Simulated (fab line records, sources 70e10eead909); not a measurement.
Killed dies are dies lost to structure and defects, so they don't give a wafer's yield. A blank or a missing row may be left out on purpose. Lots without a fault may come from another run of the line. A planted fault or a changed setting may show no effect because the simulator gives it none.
fab line records | flow nand_harc
record lots=7 wafers=21 last_day=34
route steps=1302 shown A_M0@1157 A_M1@1169 END@1302
lots that met no fault: from a run of the same line without faults
start_h: hours from the record's first day to the start of the lot's first wafer shown | wait_h: hours since the lot's step before | " the same as in the row above | L1.1+2: a row that stands for several wafers | - no value, or no start given | * or withheld: withheld | < > ~ a bound
route shown NAME@n: a module of which the file shows steps, and the number in the route of the first | usual: mean/standard deviation of fault-free wafers | same: alike in all rows | chamber/n: place in a boat | sites: the reading at each site | _std_site: their standard deviation | _edge_site: outer sites' mean less inner sites' | radius_mm: how far each site lies from the wafer's centre | mask NAME#n: copy n | behind: the tool/chamber that last shaped the wafer | hold: why the lot was held/for how many hours/how that ended | device: the transistor (n, p or np) that didn't switch | end of line: the same wafers' tests at the end of the route | a step without rows: its recipe alone | killed: dies lost to structure and defects at the first sort, not the wafer's yield | map: a wafer's dies, x killed, . not, _ none there
set.NAME: the setting as run; set.NAME@STEP: as run at that earlier step | model.NAME: the simulator's own value behind a step, which no gauge read
lots at some steps of the route; a table a step, a row a wafer
services: from which hour (start_h, from the record's first day; less than 0 if before it) a tool's chamber was out of use, for how many hours, and why
## steps
# step NHARC_A_M0_PRE_CLEAN_29
# recipe time_s=30 temp_c=280 gas=H2/He
# usual heater_power_w=395/22
# columns lot.wafer tool chamber start_h wait_h heater_power_w
L546.1 pvd_sputter-03 - - - 439
L546.4 " - " " 345
L546.5 " - " " 438
L550.4 pvd_sputter-03 - - - 382
L550.5 " - " " 440
L550.6 " - " " 357
L552.3 pvd_sputter-02 - - - 413
L552.1 " - " " 392
L552.5 " - " " 437
L553.1 pvd_sputter-01 - - - 404
L553.4 " - " " 396
L553.6 " - " " 371
L565.2 pvd_sputter-01 - - - 400
L565.3 " - " " 380
L565.1 " - " " 396
L569.4 pvd_sputter-02 - - - 400
L569.3 " - " " 411
L569.6 " - " " 415
L568.1 pvd_sputter-02 - - - 418
L568.4 " - " " 377
L568.6 " - " " 416
# step NHARC_A_M0_PVD_20
# recipe target_thk_a=50 bias_v=168.6 power_w=15000 chamber_pressure_pa=0.12 time_s=8.06 substrate_temp_c=50 material=TaN
# usual throttle_valve_pct=29.8/1
# columns lot.wafer tool chamber start_h wait_h throttle_valve_pct
L546.4 pvd_sputter-03 - - - 30.3
L546.1 " - " " 30.3
L546.5 " - " " 30.4
L550.4 pvd_sputter-03 - - - 29.9
L550.5 " - " " 28.8
L550.6 " - " " 29.2
L552.3 pvd_sputter-02 - - - 31.3
L552.1 " - " " 29.8
L552.5 " - " " 31.2
L553.4 pvd_sputter-01 - - - 31.5
L553.1 " - " " 29.6
L553.6 " - " " 31.9
L565.3 pvd_sputter-01 - - - 31.4
L565.2 " - " " 28.1
L565.1 " - " " 29.4
L569.4 pvd_sputter-02 - - - 30.1
L569.3 " - " " 30.2
L569.6 " - " " 29.6
L568.1 pvd_sputter-02 - - - 30.2
L568.4 " - " " 30.6
L568.6 " - " " 30.2
# step NHARC_A_M0_PVD_21
# recipe target_thk_a=300 chamber_pressure_pa=5 power_w=5000 substrate_temp_c=30 time_s=20.49 material=Cu
# step NHARC_A_M0_ECD_22
# recipe target_thk_a=4000 bath_temp_c=25 material=Cu
# step NHARC_A_M0_ANNEAL_30
# recipe temp_c=225 time_s=90
# usual wafer_temp_C_max=225.76/0.28
# columns lot.wafer tool chamber start_h wait_h wafer_temp_C_max
L546.1 rtp_anneal-01 0 546.29 0.3 226.00
L546.4 " 0 " " 226.18
L546.5 " 0 " " 225.64
L550.4 rtp_anneal-01 0 578.46 - 226.22
L550.5 " 0 " " 226.13
L550.6 " 0 " " 226.44
L552.1 rtp_anneal-02 0 596.49 - 225.44
L552.3 " 0 " " 225.35
L552.5 " 0 " " 225.26
L553.1 rtp_anneal-01 0 597.86 0.3 226.05
L553.4 " 0 " " 225.96
L553.6 " 0 " " 226.00
L565.1 rtp_anneal-01 0 713.02 0.3 226.03
L565.2 " 0 " " 225.96
L565.3 " 0 " " 225.61
L569.3 rtp_anneal-01 0 759.35 - 226.00
L569.4 " 0 " " 225.92
L569.6 " 0 " " 226.01
L568.1 rtp_anneal-02 0 767.23 - 225.89
L568.4 " 0 " " 225.38
L568.6 " 0 " " 225.60
# step NHARC_A_M0_CMP_23
# recipe t_overpolish_s=20 target_thk_nm=113.75
# step NHARC_A_M0_THK_MEAS_24
# recipe thk_meas_gauge=xrf
# usual thk_nm=113.9/1.4
# columns lot.wafer tool chamber start_h wait_h thk_nm
L546.1 film_metro-01 - 546.95 - 115.9
L546.4 " - " " 115.0
L546.5 " - " " 115.8
L550.4 film_metro-02 - 578.97 - 114.0
L550.5 " - " " 113.4
L550.6 " - " " 114.4
L552.1 film_metro-01 - 597.15 - 113.8
L552.3 " - " " 113.0
L552.5 " - " " 115.2
L553.1 film_metro-01 - 598.52 - 113.2
L553.4 " - " " 113.3
L553.6 " - " " 113.4
L565.1 film_metro-02 - 713.68 - 111.9
L565.2 " - " " 114.3
L565.3 " - " " 110.6
L569.3 film_metro-02 - 759.90 - 113.6
L569.4 " - " " 114.3
L569.6 " - " " 114.1
L568.1 film_metro-02 - 767.88 - 110.3
L568.4 " - " " 111.9
L568.6 " - " " 112.6
# step NHARC_A_M0_SRD_25
# step NHARC_A_M0_INSPECT_27
# usual raw_defect_count=556/140
# columns lot.wafer tool chamber start_h wait_h raw_defect_count
L546.1 defect_inspect-01 - 547.10 0.0 392
L546.4 " - " " 592
L546.5 " - " " 923
L550.4 defect_inspect-01 - 579.12 0.0 427
L550.5 " - " " 611
L550.6 " - " " 652
L552.1 defect_inspect-02 - 597.31 0.0 441
L552.3 " - " " 445
L552.5 " - " " 442
L553.1 defect_inspect-02 - 598.68 0.0 755
L553.4 " - " " 592
L553.6 " - " " 703
L565.1 defect_inspect-02 - 713.84 0.0 364
L565.2 " - " " 488
L565.3 " - " " 352
L569.3 defect_inspect-01 - 760.06 0.0 422
L569.4 " - " " 540
L569.6 " - " " 430
L568.1 defect_inspect-01 - 768.04 0.0 473
L568.4 " - " " 593
L568.6 " - " " 628
# step NHARC_A_M0_PRE_CLEAN_31
# recipe time_s=12 temp_c=370 rf_power_w=300 gas=NH3
# usual heater_power_w=649/40
# columns lot.wafer tool chamber start_h wait_h heater_power_w
L546.1 pecvd-01 2 547.17 0.1 637
L546.5 " 2 " " 630
L546.4 " 1 " " 660
L550.6 pecvd-02 2 579.23 0.1 673
L550.5 " 0 " " 623
L550.4 " 1 " " 626
L552.1 pecvd-01 1 597.38 0.1 698
L552.3 " 0 " " 697
L552.5 " 1 " " 694
L553.1 pecvd-03 0 598.77 0.1 641
L553.6 " 1 " " 662
L553.4 " 0 " " 657
L565.2 pecvd-01 2 713.91 0.1 631
L565.1 " 0 " " 674
L565.3 " 1 " " 623
L569.3 pecvd-01 1 760.14 0.1 616
L569.4 " 0 " " 608
L569.6 " 2 " " 662
L568.1 pecvd-03 2 768.24 0.2 653
L568.4 " 0 " " 635
L568.6 " 1 " " 684
# step NHARC_A_M0_DEP_32
# recipe target_thk_a=300 temp_c=370 target_thk_nm=30 pressure_torr=3 flow_sccm=200 rf_w=450 material=SiCN
# usual chamber_pressure_Torr=3.000/0.0064 heater_power_outer_w=345/35 heater_power_w=597/47
# columns lot.wafer tool chamber start_h wait_h chamber_pressure_Torr heater_power_outer_w heater_power_w
L546.1 pecvd-01 2 547.25 0.1 2.987 329 619
L546.5 " 2 " " 2.996 333 630
L546.4 " 1 " " 3.019 360 629
L550.6 pecvd-02 2 579.40 0.2 3.004 319 574
L550.5 " 0 " " 3.003 348 576
L550.4 " 1 " " 2.997 345 583
L552.1 pecvd-01 1 597.46 0.1 3.000 421 684
L552.3 " 0 " " 2.994 373 659
L552.5 " 1 " " 2.998 413 682
L553.1 pecvd-03 0 598.91 0.1 3.007 334 567
L553.6 " 1 " " 2.991 368 671
L553.4 " 0 " " 3.014 338 577
L565.2 pecvd-01 2 713.99 0.1 2.998 301 577
L565.1 " 0 " " 3.006 342 597
L565.3 " 1 " " 2.994 355 582
L569.3 pecvd-01 1 760.25 0.1 3.003 330 563
L569.4 " 0 " " 2.991 349 581
L569.6 " 2 " " 2.999 276 562
L568.1 pecvd-03 2 768.32 0.1 3.003 319 535
L568.4 " 0 " " 3.000 368 625
L568.6 " 1 " " 3.006 350 610
# step NHARC_A_M1_DEP_00
# recipe target_thk_a=1825 target_thk_nm=182.5 temp_c=withheld pressure_torr=5 flow_sccm=200 rf_w=600 material=SiOC
# usual chamber_pressure_Torr=5.001/0.012 rf_fwd_power_W=598.7/1.9
# columns lot.wafer tool chamber start_h wait_h chamber_pressure_Torr rf_fwd_power_W
L546.1 pecvd-02 1 547.66 - 5.017 598.2
L546.5 " 1 " " 5.014 601.2
L546.4 " 0 " " 4.994 601.8
L550.4 pecvd-02 2 579.83 - - -
L550.6 " 0 " " - -
L550.5 " 1 " " - -
L552.1 pecvd-03 1 597.88 - - -
L552.3 " 2 " " - -
L552.5 " 1 " " - -
L553.1 pecvd-01 0 599.28 - - -
L553.4 " 2 " " - -
L553.6 " 0 " " - -
L565.1 pecvd-03 2 714.41 - 4.999 597.7
L565.2 " 0 " " 4.998 598.8
L565.3 " 1 " " 5.023 601.6
L569.3 pecvd-03 2 760.65 - 5.004 598.9
L569.4 " 1 " " 5.014 602.4
L569.6 " 2 " " 4.993 598.2
L568.1 pecvd-02 2 768.83 - 4.990 595.5
L568.4 " 1 " " 4.995 597.4
L568.6 " 2 " " 4.995 598.2
# step NHARC_A_M1_DEHYDRATE_01
# recipe temp_c=150 time_s=120
# step NHARC_END_SORT_01
# recipe temp_c=25
# usual defect_limited_yield=90.7/3 killed_at_array=58/20 killed_at_other=0.9/1.4 killed_at_periphery=4/3.1 killed_dies=63/20 killed_open=3.3/1.8 killed_short=2.4/1.5
# same gross_dies=677
# columns lot.wafer tool chamber start_h wait_h hold defect_limited_yield[%] killed_at_array killed_at_other killed_at_periphery killed_dies killed_open killed_short
L550.4 prober-01 0 616.33 3.4 await_dispo/3.4h/scrap 0 668 1 8 677 1 2
L550.5 prober-01 0 617.13 3.7 await_dispo/3.4h/scrap 0 671 0 6 677 5 2
L550.6 prober-01 0 617.94 4.0 await_dispo/3.4h/scrap 0 674 1 2 677 1 4
L552.1 prober-02 0 633.34 2.5 await_dispo/4.6h/scrap 0 671 3 3 677 3 3
L552.3 prober-02 0 634.94 3.1 await_dispo/4.6h/scrap 0 674 1 2 677 2 4
L552.5 prober-02 0 636.54 3.7 await_dispo/4.6h/scrap 0 676 0 1 677 3 1
L568.1 prober-02 0 804.48 2.5 - 93.5 38 3 3 44 1 2
L568.4 prober-02 0 806.91 3.4 - 93.8 40 0 2 42 4 2
L568.6 prober-02 0 808.53 4.0 - 95.3 31 0 1 32 2 0
# killed by level:class
L550.4 A_M1:area_dep=584 A_CHANNEL_HOLE_D2:chamber_film_flake=37 A_CHANNEL_HOLE_D1:chamber_film_flake=35 P_GATE:chamber_film_flake=4 A_CHANNEL_FILL_D2:chamber_film_flake=4 P_STI:chamber_film_flake=3 A_CHANNEL_FILL_D1:chamber_film_flake=3 A_ONON_D1:geometric_particle:short=1
L550.5 A_M1:area_dep=586 A_CHANNEL_HOLE_D2:chamber_film_flake=38 A_CHANNEL_HOLE_D1:chamber_film_flake=28 P_GATE:chamber_film_flake=4 A_CHANNEL_FILL_D1:chamber_film_flake=4 A_CONTACT:chamber_film_flake=3 A_DECK1_JOINT:geometric_particle:open=2 P_STI:chamber_film_flake=2
L550.6 A_M1:area_dep=596 A_CHANNEL_HOLE_D2:chamber_film_flake=34 A_CHANNEL_HOLE_D1:chamber_film_flake=24 A_CHANNEL_FILL_D1:chamber_film_flake=4 A_CHANNEL_FILL_D2:chamber_film_flake=3 A_STAIRCASE:chamber_film_flake=3 A_SLIT:chamber_film_flake=3 A_CHANNEL_HOLE_D1:geometric_particle:short=2
L552.1 A_M1:area_dep=647 A_CHANNEL_HOLE_D2:chamber_film_flake=7 A_M1:chamber_film_flake=3 THIN_TSV:chamber_film_flake=3 A_ONON_D1:geometric_particle:open=2 P_ZERO_WELL:chamber_film_flake=2 A_DECK1_JOINT:chamber_film_flake=2 A_CHANNEL_FILL_D2:chamber_film_flake=2
L552.3 A_M1:area_dep=648 A_CHANNEL_HOLE_D2:chamber_film_flake=9 A_CONTACT:chamber_film_flake=4 A_CHANNEL_HOLE_D1:chamber_film_flake=2 A_WL_FILL:chamber_film_flake=2 A_M1:chamber_film_flake=2 P_CONTACT:geometric_particle:open=1 P_M0:geometric_particle:open=1
L552.5 A_M1:area_dep=651 A_CHANNEL_HOLE_D2:chamber_film_flake=5 A_CONTACT:chamber_film_flake=5 A_CHANNEL_HOLE_D1:chamber_film_flake=4 A_SLIT:chamber_film_flake=3 A_DECK1_JOINT:chamber_film_flake=2 P_M0:geometric_particle:open=1 A_ONON_D1:geometric_particle:short=1
L568.1 A_SLIT:chamber_film_flake=31 A_CONTACT:chamber_film_flake=3 A_CHANNEL_HOLE_D1:chamber_film_flake=2 THIN_TSV:chamber_film_flake=2 P_CONTACT:geometric_particle:open=1 A_DECK1_JOINT:geometric_particle:short=1 STARTING-WAFER:geometric_particle:short=1 P_ZERO_WELL:chamber_film_flake=1
L568.4 A_SLIT:chamber_film_flake=22 A_WL_FILL:chamber_film_flake=4 A_CONTACT:chamber_film_flake=4 A_SOURCE_PLATE:geometric_particle:short=1 A_DECK1_JOINT:geometric_particle:open=1 A_CHANNEL_FILL_D2:geometric_particle:open=1 A_CONTACT:geometric_particle:short=1 A_CONTACT:geometric_particle:open=1
L568.6 A_SLIT:chamber_film_flake=17 A_CONTACT:chamber_film_flake=8 A_ONON_D2:geometric_particle:open=1 A_M1:geometric_particle:open=1 P_GATE:chamber_film_flake=1 A_CHANNEL_HOLE_D1:chamber_film_flake=1 A_CHANNEL_FILL_D1:chamber_film_flake=1 A_STAIRCASE:chamber_film_flake=1
# map L550.4 (x killed, . not)
____________x____________
_________xxxxxxx_________
_______xxxxxxxxxxx_______
______xxxxxxxxxxxxx______
_____xxxxxxxxxxxxxxx_____
____xxxxxxxxxxxxxxxxx____
____xxxxxxxxxxxxxxxxx____
___xxxxxxxxxxxxxxxxxxx___
___xxxxxxxxxxxxxxxxxxx___
__xxxxxxxxxxxxxxxxxxxxx__
__xxxxxxxxxxxxxxxxxxxxx__
_xxxxxxxxxxxxxxxxxxxxxxx_
_xxxxxxxxxxxxxxxxxxxxxxx_
_xxxxxxxxxxxxxxxxxxxxxxx_
_xxxxxxxxxxxxxxxxxxxxxxx_
_xxxxxxxxxxxxxxxxxxxxxxx_
xxxxxxxxxxxxxxxxxxxxxxxxx
xxxxxxxxxxxxxxxxxxxxxxxxx
xxxxxxxxxxxxxxxxxxxxxxxxx
xxxxxxxxxxxxxxxxxxxxxxxxx
xxxxxxxxxxxxxxxxxxxxxxxxx
_xxxxxxxxxxxxxxxxxxxxxxx_
_xxxxxxxxxxxxxxxxxxxxxxx_
_xxxxxxxxxxxxxxxxxxxxxxx_
_xxxxxxxxxxxxxxxxxxxxxxx_
_xxxxxxxxxxxxxxxxxxxxxxx_
__xxxxxxxxxxxxxxxxxxxxx__
__xxxxxxxxxxxxxxxxxxxxx__
___xxxxxxxxxxxxxxxxxxx___
___xxxxxxxxxxxxxxxxxxx___
____xxxxxxxxxxxxxxxxx____
____xxxxxxxxxxxxxxxxx____
_____xxxxxxxxxxxxxxx_____
______xxxxxxxxxxxxx______
_______xxxxxxxxxxx_______
_________xxxxxxx_________
____________x____________
# map L552.1 (x killed, . not)
____________x____________
_________xxxxxxx_________
_______xxxxxxxxxxx_______
______xxxxxxxxxxxxx______
_____xxxxxxxxxxxxxxx_____
____xxxxxxxxxxxxxxxxx____
____xxxxxxxxxxxxxxxxx____
___xxxxxxxxxxxxxxxxxxx___
___xxxxxxxxxxxxxxxxxxx___
__xxxxxxxxxxxxxxxxxxxxx__
__xxxxxxxxxxxxxxxxxxxxx__
_xxxxxxxxxxxxxxxxxxxxxxx_
_xxxxxxxxxxxxxxxxxxxxxxx_
_xxxxxxxxxxxxxxxxxxxxxxx_
_xxxxxxxxxxxxxxxxxxxxxxx_
_xxxxxxxxxxxxxxxxxxxxxxx_
xxxxxxxxxxxxxxxxxxxxxxxxx
xxxxxxxxxxxxxxxxxxxxxxxxx
xxxxxxxxxxxxxxxxxxxxxxxxx
xxxxxxxxxxxxxxxxxxxxxxxxx
xxxxxxxxxxxxxxxxxxxxxxxxx
_xxxxxxxxxxxxxxxxxxxxxxx_
_xxxxxxxxxxxxxxxxxxxxxxx_
_xxxxxxxxxxxxxxxxxxxxxxx_
_xxxxxxxxxxxxxxxxxxxxxxx_
_xxxxxxxxxxxxxxxxxxxxxxx_
__xxxxxxxxxxxxxxxxxxxxx__
__xxxxxxxxxxxxxxxxxxxxx__
___xxxxxxxxxxxxxxxxxxx___
___xxxxxxxxxxxxxxxxxxx___
____xxxxxxxxxxxxxxxxx____
____xxxxxxxxxxxxxxxxx____
_____xxxxxxxxxxxxxxx_____
______xxxxxxxxxxxxx______
_______xxxxxxxxxxx_______
_________xxxxxxx_________
____________x____________
## services
# columns tool chamber start_h hours kind
pecvd-03 - 547.08 13.0 pm
pvd_sputter-03 - 552.72 10.0 pm
pvd_sputter-02 - 555.69 6.9 repair
pvd_sputter-03 - 579.53 1.3 repair
pvd_sputter-01 - 583.37 10.0 pm
pecvd-02 - 589.66 13.0 pm
pvd_sputter-02 - 597.37 1.4 repair
pecvd-02 - 605.25 0.8 repair
pvd_sputter-03 - 617.95 0.5 repair
pvd_sputter-02 - 638.00 10.0 pm
pvd_sputter-02 - 658.37 5.7 repair
pecvd-01 - 673.93 13.0 pm
pecvd-01 0 673.93 13.0 vent_cycle
pecvd-01 1 673.93 13.0 vent_cycle
pecvd-01 2 673.93 13.0 vent_cycle
pecvd-01 0 686.93 - clean
pecvd-01 1 686.93 - clean
pvd_sputter-02 - 724.06 2.2 repair
pecvd-03 - 728.08 13.0 pm
pvd_sputter-03 - 730.72 10.0 pm
pvd_sputter-03 - 742.65 1.7 repair
rtp_anneal-02 - 744.00 12.0 pm
pvd_sputter-01 - 761.37 10.0 pm
pvd_sputter-02 - 768.20 2.4 repair
## key
first_sign step=NHARC_A_M1_DEP_00 reading=tool_record direction=missing
effect step=NHARC_END_SORT_01 reading=killed_at_array direction=up sigmas=31 usual=58 struck=672
more_kills_born_at NHARC_A_M1_DEP_00@pecvd-03=1946 NHARC_A_M1_DEP_00@pecvd-02=1766
met_at NHARC_A_M1_DEP_00
struck_wafers L550.4,L550.5,L550.6,L552.1,L552.3,L552.5,L553.1,L553.4,L553.6
later_rows_left_out L550.4,L550.5,L550.6,L552.1,L552.3,L552.5,L553.1,L553.4,L553.6
sort_left_out L553.1,L553.4,L553.6
onset_between 547.66 579.83
fault kind=skipped_step_whole tool=pecvd-01,pecvd-02,pecvd-03 chamber=- onset_h=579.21 steps=NHARC_A_M1_DEP_00 scope=struck_lots_only
# sort_left_out: the simulated sort isn't trusted on such a fault, so these wafers' sort isn't shown, and their yield isn't known
# later_rows_left_out: the simulator's readings of these wafers behind a module that went badly wrong aren't trusted and aren't shown, but for the sort
